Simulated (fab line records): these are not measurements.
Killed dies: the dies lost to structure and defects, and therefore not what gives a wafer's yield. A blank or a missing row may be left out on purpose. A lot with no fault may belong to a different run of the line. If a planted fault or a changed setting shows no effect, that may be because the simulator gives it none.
fab line records	flow n5-finfet
record lots=6	wafers=18	last-day=16
route steps=1938 shown HKMG_FIN@455 GATE_CUT@465 BEOL_M4@1111 PASSIVATION@1936
lots that met no fault: taken from a fault-free run of the same line
start-h: the number of hours between the record's first day and the start of the first shown wafer of the lot	wait-h: how many hours have passed since the lot's step before this one	" unchanged from the row above	L1.1+2: several wafers, shown together as one row	- no value, or no start was given	* or withheld: withheld	< > ~ a bound
route shown NAME@n: a module of which the file shows steps, and the number in the route of the first	usual: mean/standard deviation taken from wafers without a fault	same: alike in all rows	chamber/n: place in a boat	sites: readings site by site	_std_site: the values' standard deviation	_edge_site: the outer-site mean with the inner-site mean subtracted	radius-mm: how far each site lies from the wafer's centre	mask NAME#n: copy n	behind: tool/chamber where the wafer was last shaped	hold: reason for holding the lot/hours on hold/outcome of the hold	device: names the non-switching transistor (n, p or np)	end of line: tests of these same wafers at the route's end	step lacking rows: just its recipe	killed: not the wafer's yield, but the dies lost to structure and defects at the first sort	map: a wafer's dies, marking killed ones x, the rest . and places with no die _
set.NAME: setting as actually run; set.NAME@STEP: the setting as run at that earlier step	model.NAME: the simulator's own value behind a step, which no gauge read
lots at selected steps of the route; one table per step, one row per wafer
services: from which hour (start-h, from the record's first day; less than 0 if before it) a tool's chamber was out of use, for how many hours, and why
## steps
# step N5_HKMG_FIN_STRIP_69
# recipe chemistry=N2/H2	power-w=2500	temp-c=300	h2-frac=0.65	time-s=360	pressure-mtorr=withheld	n2-flow-sccm=1750	h2-flow-sccm=3250
# step N5_HKMG_FIN_ALD_21
# recipe material=TiN	target-thk-a=15	temp-c=400	ald-precursor-family=TiCl4	ald-co-reactant=NH3	pulse-time-s=1	purge-time-s=3	co-reactant-purge-time-s=2	co-reactant-pulse-time-s=2	ald-cycles=68	pressure-torr=3
# usual heater-power-w=921/90	precursor-pulse-height-rel=0.999/0.02	susceptor-temp-C=400.01/0.24
lot.wafer	tool	chamber	start-h	wait-h	heater-power-w	precursor-pulse-height-rel	susceptor-temp-C
L957.1	ald-metal-02	1	103.29	0.3	923	0.999	400.33
L957.3	"	3	"	"	797	1.023	399.74
L957.4	"	0	"	"	1121	0.984	400.42
L963.1	ald-metal-02	3	131.70	0.3	800	1.032	399.85
L963.2	"	2	"	"	889	0.968	400.29
L963.6	"	3	"	"	802	1.033	400.18
L967.1	ald-metal-04	2	159.79	0.3	895	1.026	399.82
L967.2	"	0	"	"	917	0.988	400.59
L967.6	"	1	"	"	886	1.008	399.97
L969.2	ald-metal-02	2	169.75	0.3	874	1.031	399.72
L969.3	"	1	"	"	925	1.000	399.93
L969.4	"	3	"	"	790	0.988	399.92
L972.2	ald-metal-01	2	191.89	0.3	846	0.998	399.97
L972.5	"	0	"	"	943	0.996	399.86
L972.6	"	3	"	"	900	1.005	399.82
L976.1	ald-metal-04	0	212.66	0.3	904	0.963	400.25
L976.3	"	3	"	"	991	1.022	400.39
L976.6	"	0	"	"	899	1.020	399.75
# step N5_HKMG_FIN_ALD_72
# recipe material=W	target-thk-a=20	temp-c=300	pressure-torr=7.5	ald-precursor-family=WF6	ald-co-reactant=B2H6	pulse-time-s=1	purge-time-s=2	co-reactant-purge-time-s=2	co-reactant-pulse-time-s=3	ald-cycles=7
# usual heater-power-w=485/30	precursor-pulse-height-rel=1.004/0.021	susceptor-temp-C=299.98/0.18
lot.wafer	tool	chamber	start-h	wait-h	heater-power-w	precursor-pulse-height-rel	susceptor-temp-C
L957.1	cvd-w-02	1	103.67	0.2	522	1.010	300.15
L957.3	"	0	"	"	462	1.008	300.12
L957.4	"	1	"	"	505	1.031	300.24
L963.1	cvd-w-01	0	132.08	0.2	437	1.002	299.79
L963.2	"	1	"	"	515	1.003	299.87
L963.6	"	1	"	"	513	0.992	299.80
L967.1	cvd-w-01	0	160.15	0.2	451	1.014	299.71
L967.2	"	1	"	"	516	1.000	300.12
L967.6	"	0	"	"	464	1.021	299.75
L969.2	cvd-w-02	1	170.11	0.2	509	0.999	300.41
L969.3	"	0	"	"	454	0.994	299.85
L969.4	"	1	"	"	508	1.011	300.19
L972.2	cvd-w-01	1	192.27	0.2	528	0.997	300.27
L972.5	"	1	"	"	535	1.018	300.42
L972.6	"	1	"	"	511	1.041	299.98
L976.1	cvd-w-02	1	213.02	0.2	505	1.021	299.82
L976.3	"	1	"	"	512	1.055	299.85
L976.6	"	0	"	"	469	1.010	300.04
# step N5_HKMG_FIN_W_FILL_22
# recipe material=W	target-thk-a=600	temp-c=400	pressure-torr=39.4	time-s=18.2
# usual heater-power-w=868/55	susceptor-temp-C=400.02/0.24	throttle-valve-pct=19.2/0.59
lot.wafer	tool	chamber	start-h	wait-h	heater-power-w	susceptor-temp-C	throttle-valve-pct
L957.1	cvd-w-02	1	103.73	0.0	886	400.07	19.6
L957.3	"	0	"	"	845	399.58	19.7
L957.4	"	1	"	"	870	400.48	19.7
L963.1	cvd-w-01	0	132.14	0.0	800	400.13	18.4
L963.2	"	1	"	"	920	400.40	19.0
L963.6	"	1	"	"	899	400.07	19.0
L967.1	cvd-w-01	0	160.22	0.0	800	399.85	18.5
L967.2	"	1	"	"	943	400.00	18.8
L967.6	"	0	"	"	793	399.74	18.8
L969.2	cvd-w-02	1	170.17	0.0	913	400.32	19.7
L969.3	"	0	"	"	830	399.92	20.0
L969.4	"	1	"	"	913	400.38	19.6
L972.2	cvd-w-01	1	192.38	0.1	943	400.11	19.3
L972.5	"	1	"	"	947	400.20	19.0
L972.6	"	1	"	"	918	399.94	19.2
L976.1	cvd-w-02	1	213.09	0.0	902	399.99	19.9
L976.3	"	1	"	"	915	399.69	19.8
L976.6	"	0	"	"	843	400.62	19.9
# step N5_HKMG_FIN_PRECLEAN_83
# recipe chemistry=DIW	time-s=57.5	temp-c=23
# step N5_HKMG_FIN_SRD_84
# recipe dry-time-s=32	dry=n2-spin	spin-rpm=1500
# step N5_HKMG_FIN_CMP_23
# recipe stop-on=SiNx	t-overpolish-s=10	post-cmp-clean=rinse-only	down-force-psi=4	platen-rpm=50.289	pad-velocity-m-s=1.0006	target-thk-nm=46.326
# step N5_HKMG_FIN_CMP_94
# recipe stop-on=SiNx	post-cmp-clean=w-dilute-nh4oh	t-overpolish-s=4.7	down-force-psi=4	platen-rpm=50.289	pad-velocity-m-s=1.0006	target-thk-nm=43.299
# usual motor-current-A=12.5/1.4
lot.wafer	tool	chamber	start-h	wait-h	motor-current-A
L957.3	cmp-03	3	104.37	0.3	12.3
L957.4	"	0	"	"	12.8
L957.1	"	1	"	"	15.4
L963.2	cmp-04	1	132.78	0.3	11.1
L963.1	"	2	"	"	11.0
L963.6	"	1	"	"	11.0
L967.1	cmp-03	0	160.81	0.4	13.5
L967.2	"	1	"	"	14.0
L967.6	"	0	"	"	13.1
L969.3	cmp-03	0	170.76	0.4	12.5
L969.2	"	1	"	"	13.8
L969.4	"	2	"	"	10.3
L972.2	cmp-03	2	193.07	0.4	10.5
L972.5	"	2	"	"	10.4
L972.6	"	3	"	"	11.9
L976.1	cmp-04	1	213.84	0.3	10.5
L976.3	"	2	"	"	11.6
L976.6	"	0	"	"	13.5
# step N5_HKMG_FIN_INSPECT_28
# recipe inspect-instrument=darkfield	mode=post-cmp
# usual raw-defect-count=42/19
lot.wafer	tool	chamber	start-h	wait-h	raw-defect-count
L957.1	defect-inspect-02	-	104.57	0.0	61
L957.3	"	-	"	"	40
L957.4	"	-	"	"	15
L963.1	defect-inspect-01	-	132.99	0.0	39
L963.2	"	-	"	"	43
L963.6	"	-	"	"	36
L967.1	defect-inspect-02	-	161.04	0.0	40
L967.2	"	-	"	"	44
L967.6	"	-	"	"	38
L969.2	defect-inspect-01	-	170.99	0.0	63
L969.3	"	-	"	"	44
L969.4	"	-	"	"	29
L972.2	defect-inspect-02	-	193.30	0.0	30
L972.5	"	-	"	"	53
L972.6	"	-	"	"	37
L976.1	defect-inspect-01	-	214.01	0.0	53
L976.3	"	-	"	"	64
L976.6	"	-	"	"	31
# step N5_GATE_CUT_ETCHBACK_00
# recipe chemistry=SF6/Cl2	target=W	pressure-mtorr=8	icp-w=900	bias-w=80	SF6_flow_sccm=40	Cl2_flow_sccm=60
# usual drypump-motor-current-A=5.9/0.36	he-backside-leak-sccm=3.54/0.17	oes-product-au=0.81/0.062	throttle-valve-pct=27.62/0.17
lot.wafer	tool	chamber	start-h	wait-h	drypump-motor-current-A	he-backside-leak-sccm	oes-product-au	rf-hours-counter-h	throttle-valve-pct
L957.1	rie-metal-02	1	104.61	0.0	5.2	3.50	0.86	19	27.55
L957.3	"	0	"	"	6.3	3.62	0.80	-	27.36
L957.4	"	1	"	"	5.2	3.33	0.85	-	27.52
L963.1	rie-metal-02	1	133.02	0.0	5.2	3.55	0.84	22	27.54
L963.2	"	0	"	"	6.4	3.61	0.78	37	27.37
L963.6	"	1	"	"	5.2	3.74	0.84	-	27.55
L967.1	rie-metal-02	1	161.08	0.0	5.2	3.52	0.84	23	27.54
L967.2	"	0	"	"	6.4	3.57	0.78	38	27.36
L967.6	"	1	"	"	5.2	3.43	0.85	-	27.54
L969.2	rie-metal-03	0	171.02	0.0	6.5	3.52	0.84	21	27.44
L969.3	"	1	"	"	6.1	3.24	0.91	-	27.90
L969.4	"	0	"	"	6.5	3.16	0.84	-	27.45
L972.2	rie-metal-01	0	193.33	0.0	5.8	3.63	0.80	42	27.64
L972.5	"	1	"	"	5.8	3.73	0.79	-	27.70
L972.6	"	0	"	"	5.8	3.52	0.80	-	27.62
L976.1	rie-metal-01	0	214.04	0.0	5.8	3.85	0.79	44	27.63
L976.3	"	1	"	"	5.8	3.48	0.79	-	27.72
L976.6	"	0	"	"	5.8	4.39	0.80	-	27.63
# step N5_GATE_CUT_ETCH_56
# recipe chemistry=Cl2/Ar	target=TiN	target-depth-a=216	pressure-mtorr=10	icp-w=600	bias-w=60	Cl2_flow_sccm=40	Ar_flow_sccm=60
# step N5_GATE_CUT_ETCHBACK_30
# recipe chemistry=Cl2/Ar	target=TiN	target-depth-a=30	mode=isotropic	pressure-mtorr=10	icp-w=600	bias-w=60	Cl2_flow_sccm=40	Ar_flow_sccm=60
# usual drypump-motor-current-A=5.9/0.36	he-backside-leak-sccm=3.5/0.42	oes_ar_750_au=0.80/0.062	oes-product-au=0.81/0.063	throttle-valve-pct=20.80/0.2
lot.wafer	tool	chamber	start-h	wait-h	drypump-motor-current-A	he-backside-leak-sccm	oes_ar_750_au	oes-product-au	rf-hours-counter-h	throttle-valve-pct
L957.1	rie-metal-02	1	104.82	0.1	5.2	3.3	0.88	0.89	20	20.78
L957.3	"	0	"	"	6.4	3.8	0.78	0.79	-	20.53
L957.4	"	1	"	"	5.2	3.3	0.87	0.87	-	20.79
L963.1	rie-metal-02	1	133.23	0.1	5.2	3.5	0.86	1.20	22	20.45
L963.2	"	0	"	"	6.3	3.5	0.77	0.77	37	20.54
L963.6	"	1	"	"	5.2	3.5	0.87	1.20	-	20.45
L967.1	rie-metal-02	1	161.29	0.1	5.2	3.7	0.86	1.21	23	20.45
L967.2	"	0	"	"	6.3	3.8	0.77	0.78	38	20.51
L967.6	"	1	"	"	5.2	3.3	0.86	1.20	-	20.45
L969.2	rie-metal-03	0	171.23	0.1	6.5	3.3	0.80	0.83	21	20.73
L969.3	"	1	"	"	6.1	3.2	0.91	0.91	-	21.16
L969.4	"	0	"	"	6.5	3.4	0.80	0.83	-	20.72
L972.2	rie-metal-01	0	193.54	0.1	5.8	3.3	0.78	0.80	42	20.76
L972.5	"	1	"	"	5.8	3.5	0.78	0.79	-	20.82
L972.6	"	0	"	"	5.8	3.3	0.79	0.80	-	20.75
L976.1	rie-metal-01	0	214.25	0.1	5.8	3.5	0.78	0.79	44	20.78
L976.3	"	1	"	"	5.8	3.6	0.78	0.79	-	20.82
L976.6	"	0	"	"	5.8	3.5	0.78	0.79	-	20.77
# step N5_GATE_CUT_VAPOR_ETCH_60
# recipe chemistry=BCl3/Cl2	target=HfO2	mode=isotropic
# step N5_BEOL_M4_RC_MEAS_101
# usual DIBL_N=35.9/1.6	DIBL_P=35.6/2.1	IOFF_N=0.149/0.029	IOFF_P=0.20/0.033	ION_N=671/11	ION_P=460/7.3	SS_N=71.4/0.62	SS_P=73.2/0.65	VT_N=251/3.1	VT_P=-251/3.4
lot.wafer	tool	chamber	start-h	wait-h	DIBL_N[mV/V]	DIBL_P[mV/V]	IOFF_N[nA/um]	IOFF_P[nA/um]	ION_N[uA/um]	ION_P[uA/um]	SS_N[mV/dec]	SS_P[mV/dec]	VT_N[mV]	VT_P[mV]
L957.1	prober-02	0	182.49	0.0	33.2	34.0	0.116	0.15	670	453	70.9	71.6	253	-258
L957.3	"	0	"	"	34.1	33.9	0.121	0.14	673	455	70.6	72.2	254	-258
L957.4	"	0	"	"	33.8	34.1	0.112	0.14	658	454	71.2	72.1	255	-260
L963.1	prober-01	0	222.61	0.0	34.0	34.6	0.133	0.19	664	461	70.9	72.9	252	-250
L963.2	"	0	"	"	35.2	35.6	0.148	0.20	677	470	70.5	73.3	251	-247
L963.6	"	0	"	"	34.4	34.8	0.140	0.19	675	461	71.5	73.0	252	-252
L967.1	prober-01	0	246.60	0.0	34.1	31.6	0.125	0.17	665	459	71.2	72.4	250	-253
L967.2	"	0	"	"	35.4	34.4	0.139	0.21	665	465	71.1	73.7	250	-249
L967.6	"	0	"	"	33.1	31.5	0.106	0.16	668	457	70.7	72.6	253	-251
L969.2	prober-01	0	257.49	0.2	38.9	37.7	0.172	0.21	681	459	72.8	74.3	249	-253
L969.3	"	0	"	"	35.9	35.4	0.135	0.18	668	458	71.1	74.0	251	-253
L969.4	"	0	"	"	35.8	36.1	0.137	0.18	680	466	71.0	73.4	253	-252
L972.2	prober-02	0	277.19	0.2	36.8	36.9	0.144	0.19	669	458	71.6	73.3	252	-255
L972.5	"	0	"	"	36.0	35.6	0.131	0.17	663	458	71.7	73.1	251	-253
L972.6	"	0	"	"	35.4	34.2	0.122	0.16	664	453	71.1	73.3	254	-253
L976.1	prober-02	0	300.46	0.0	39.6	38.6	0.223	0.27	694	476	72.4	74.5	242	-244
L976.3	"	0	"	"	37.8	37.6	0.195	0.25	690	467	71.7	73.5	247	-248
L976.6	"	0	"	"	37.5	37.1	0.180	0.24	675	464	71.8	73.3	246	-247
# step N5_PASSIVATION_PROBE_49
# usual defect-limited-yield=90.9/1.5	killed_at_M0_to_M3=36/9.9	killed_at_M4_up=13/4.5	killed-at-contacts=13/6.4	killed-at-front-end=42/12	killed-at-other=3.4/3	killed-dies=107/18	killed-on-rim=14/4.3	killed-open=69/13	killed-short=35/8.2	sort_bin_5_function=5.3/1.1	sort_bin_6_memory=3.4/0.69	sort-n-pass=1073/18	sort-yield-pct=90.9/1.5
# same gross-dies=1180	killed-at-back-side=0	sort_bin_4_leakage[%]=0	sort_bin_8_speed[%]=0
lot.wafer	tool	chamber	start-h	wait-h	defect-limited-yield[%]	killed_at_M0_to_M3	killed_at_M4_up	killed-at-contacts	killed-at-front-end	killed-at-other	killed-dies	killed-on-rim	killed-open	killed-short	sort_bin_5_function[%]	sort_bin_6_memory[%]	sort-n-pass	sort-yield-pct[%]
L957.1	prober-01	-	284.83	0.0	89.3	38	17	12	58	1	126	10	81	42	5.8	4.6	1054	89.3
L957.3	prober-01	-	284.93	0.1	92.9	21	12	9	37	5	84	14	68	13	4.7	2.5	1096	92.9
L957.4	prober-01	-	284.98	0.2	92.1	22	19	11	39	2	93	14	55	30	4.5	2.5	1087	92.1
L963.1	prober-01	-	317.75	0.0	88.7	31	16	8	73	5	133	23	71	46	5.8	3.8	1047	88.7
L963.2	prober-01	-	317.80	0.1	93.1	22	11	5	43	1	82	7	45	35	3.9	2.6	1098	93.1
L963.6	prober-01	-	318.00	0.3	91.5	35	11	10	36	8	100	24	56	36	4.5	3.0	1080	91.5
L969.2	prober-02	-	356.03	0.1	89.7	53	12	22	32	2	121	19	78	42	6.0	3.9	1059	89.7
L969.3	prober-02	-	356.08	0.1	90.3	30	11	23	45	6	115	14	83	30	5.7	3.5	1065	90.3
L969.4	prober-02	-	356.13	0.2	91.1	42	14	11	36	2	105	12	65	35	6.5	2.0	1075	91.1
L972.2	prober-01	-	376.56	1.1	90.1	30	14	6	58	9	117	12	75	40	5.5	4.2	1063	90.1
L972.5	prober-01	-	376.71	1.3	92.1	44	9	7	30	3	93	12	58	33	4.4	3.2	1087	92.1
L972.6	prober-01	-	376.76	1.3	90.8	42	13	12	41	1	109	15	70	39	5.8	3.2	1071	90.8
L976.1	prober-02	-	394.94	0.0	90.7	39	11	21	37	2	110	13	79	28	5.9	3.1	1070	90.7
L976.3	prober-02	-	395.04	0.1	89.7	35	16	8	59	4	122	17	84	38	5.3	4.8	1058	89.7
L976.6	prober-02	-	395.19	0.3	92.7	25	9	12	36	4	86	12	49	36	3.9	3.1	1094	92.7
# killed by level:class
L957.1 FIN_SAQP:geometric-particle:short=16 MOL_CONTACT_COAG:geometric-particle:open=10 BEOL_M0_SAQP:geometric-particle:open=10 BEOL_M4:geometric-particle:open=10 BEOL_M3:geometric-particle:open=9 DUMMY_GATE:geometric-particle:open=8 BEOL_M0_SAQP:geometric-particle:short=8 FIN_SAQP:geometric-particle:open=6
L957.3 FIN_SAQP:geometric-particle:open=12 MOL_CONTACT_COAG:geometric-particle:open=9 STI_FIN_REVEAL:geometric-particle:open=8 BEOL_M1:geometric-particle:open=7 BEOL_M2:geometric-particle:open=6 BEOL_M0_SAQP:geometric-particle:open=4 FIN_SAQP:geometric-particle:short=3 DUMMY_GATE:geometric-particle:open=3
L957.4 MOL_CONTACT_COAG:geometric-particle:open=9 HKMG_FIN:area-etch=8 STI_FIN_REVEAL:geometric-particle:open=7 BEOL_M0_SAQP:geometric-particle:short=7 BEOL_M4:geometric-particle:open=6 BEOL_M5:geometric-particle:open=6 DUMMY_GATE:geometric-particle:open=5 BEOL_M3:geometric-particle:open=5
L963.1 STI_FIN_REVEAL:geometric-particle:open=19 HKMG_FIN:area-etch=14 BEOL_M1:geometric-particle:open=10 FIN_SAQP:geometric-particle:short=8 BEOL_M0_SAQP:geometric-particle:open=8 BEOL_M0_SAQP:geometric-particle:short=7 MOL_CONTACT_COAG:geometric-particle:open=6 STI_FIN_REVEAL:geometric-particle:short=5
L963.2 FIN_SAQP:geometric-particle:open=11 STI_FIN_REVEAL:geometric-particle:open=9 FIN_SAQP:geometric-particle:short=7 BEOL_M3:geometric-particle:open=7 MOL_CONTACT_COAG:geometric-particle:open=5 BEOL_M3:geometric-particle:short=4 STARTING-WAFER:geometric-particle:short=4 GATE_CUT:geometric-particle:short=3
L963.6 FIN_SAQP:geometric-particle:short=10 BEOL_M1:geometric-particle:open=9 HKMG_FIN:area-etch=8 MOL_CONTACT_COAG:geometric-particle:open=7 BEOL_M0:geometric-particle:open=6 FIN_SAQP:geometric-particle:open=5 BEOL_M0_SAQP:geometric-particle:short=5 BEOL_M3:geometric-particle:open=5
L969.2 MOL_CONTACT_COAG:geometric-particle:open=13 BEOL_M3:geometric-particle:open=12 BEOL_M0_SAQP:geometric-particle:open=11 STI_FIN_REVEAL:geometric-particle:open=9 MOL_CONTACT_COAG:geometric-particle:short=9 BEOL_M1:geometric-particle:open=8 BEOL_M0_SAQP:geometric-particle:short=6 FIN_SAQP:geometric-particle:short=5
L969.3 MOL_CONTACT_COAG:geometric-particle:open=19 FIN_SAQP:geometric-particle:open=17 BEOL_M3:geometric-particle:open=9 FIN_SAQP:geometric-particle:short=5 STI_FIN_REVEAL:geometric-particle:open=4 ILD0:geometric-particle:open=4 MOL_CONTACT_COAG:geometric-particle:short=4 BEOL_M0_SAQP:geometric-particle:open=4
L969.4 BEOL_M0_SAQP:geometric-particle:open=15 BEOL_M0_SAQP:geometric-particle:short=13 FIN_SAQP:geometric-particle:open=9 MOL_CONTACT_COAG:geometric-particle:open=7 BEOL_M4:geometric-particle:open=6 FIN_SAQP:geometric-particle:short=5 STI_FIN_REVEAL:geometric-particle:open=4 MOL_CONTACT_COAG:geometric-particle:short=4
L972.2 FIN_SAQP:geometric-particle:short=14 BEOL_M2:geometric-particle:open=12 STI_FIN_REVEAL:geometric-particle:open=8 FIN_SAQP:geometric-particle:open=7 DUMMY_GATE:geometric-particle:open=6 BEOL_M0_SAQP:geometric-particle:open=6 GATE_CUT:geometric-particle:short=5 BEOL_M1:geometric-particle:open=5
L972.5 BEOL_M1:geometric-particle:open=15 FIN_SAQP:geometric-particle:short=14 BEOL_M3:geometric-particle:open=9 BEOL_M2:geometric-particle:open=8 BEOL_M4:geometric-particle:open=5 MOL_CONTACT_COAG:geometric-particle:open=4 BEOL_M0_SAQP:geometric-particle:open=4 ILD0:geometric-particle:open=3
L972.6 BEOL_M2:geometric-particle:open=15 BEOL_M4:geometric-particle:open=8 FIN_SAQP:geometric-particle:short=6 MOL_CONTACT_COAG:geometric-particle:open=6 MOL_CONTACT_COAG:geometric-particle:short=6 BEOL_M1:geometric-particle:open=6 FIN_SAQP:geometric-particle:open=5 STI_FIN_REVEAL:geometric-particle:open=5
L976.1 MOL_CONTACT_COAG:geometric-particle:open=19 BEOL_M1:geometric-particle:open=10 BEOL_M3:geometric-particle:open=9 FIN_SAQP:geometric-particle:open=7 DUMMY_GATE:geometric-particle:open=7 BEOL_M0_SAQP:geometric-particle:short=6 GATE_CUT:geometric-particle:short=5 STARTING-WAFER:geometric-particle:open=5
L976.3 FIN_SAQP:geometric-particle:open=18 FIN_SAQP:geometric-particle:short=12 BEOL_M3:geometric-particle:open=11 BEOL_M2:geometric-particle:open=10 STI_FIN_REVEAL:geometric-particle:open=8 BEOL_M4:geometric-particle:open=8 MOL_CONTACT_COAG:geometric-particle:open=7 ILD0:geometric-particle:open=4
L976.6 MOL_CONTACT_COAG:geometric-particle:open=9 FIN_SAQP:geometric-particle:short=6 STI_FIN_REVEAL:geometric-particle:open=6 BEOL_M2:geometric-particle:open=6 BEOL_M0_SAQP:geometric-particle:short=6 FIN_SAQP:geometric-particle:open=5 ILD0:geometric-particle:short=4 BEOL_M1:geometric-particle:open=4
## services
tool	chamber	start-h	hours	kind
cmp-04	-	82.95	6.9	pm
ald-metal-01	-	82.99	2.1	repair
cmp-03	-	90.38	4.7	pm
cmp-04	-	93.07	14.5	repair
rie-metal-03	1	95.95	-	clean
rie-metal-03	1	95.95	31.9	scheduled-down
rie-metal-03	1	95.95	31.9	vent-cycle
ald-metal-04	2	107.16	4.8	repair
cmp-04	-	107.92	2.0	repair
ald-metal-02	3	137.13	1.5	repair
cvd-w-01	-	137.73	0.8	repair
rie-metal-02	-	141.53	14.6	pm
cvd-w-02	1	156.50	12.8	repair
ald-metal-04	-	156.82	2.9	repair
ald-metal-02	3	177.12	19.9	repair
rie-metal-03	1	181.20	12.1	repair
cvd-w-01	0	188.47	5.4	repair
cmp-04	-	192.23	4.0	pm
cmp-04	-	196.23	-	consumable-replace:conditioner
cmp-04	-	196.23	-	consumable-replace:pad
cmp-03	-	196.27	4.3	pm
cvd-w-02	1	210.55	1.6	repair
## key
first-sign step=N5_GATE_CUT_ETCHBACK_30	reading=oes-product-au	direction=up	sigmas=6.3	usual=0.81	struck=1.20
effect none on later readings
met-at N5_GATE_CUT_ETCHBACK_30
struck-wafers L963.1,L963.6,L967.1,L967.6
baseline-loss step=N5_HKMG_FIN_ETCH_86	wafers=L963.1
onset-between 104.82 133.23
fault kind=process-parameter-drift	tool=rie-metal-02	chamber=1	onset-h=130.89	steps=N5_GATE_CUT_ETCHBACK_30	channel=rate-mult	offset=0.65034	shape=step	end-h=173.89
# baseline-loss: these wafers lose ten dies or more at that step, a loss of the line's own and not of a fault; the sort's usual values leave them out
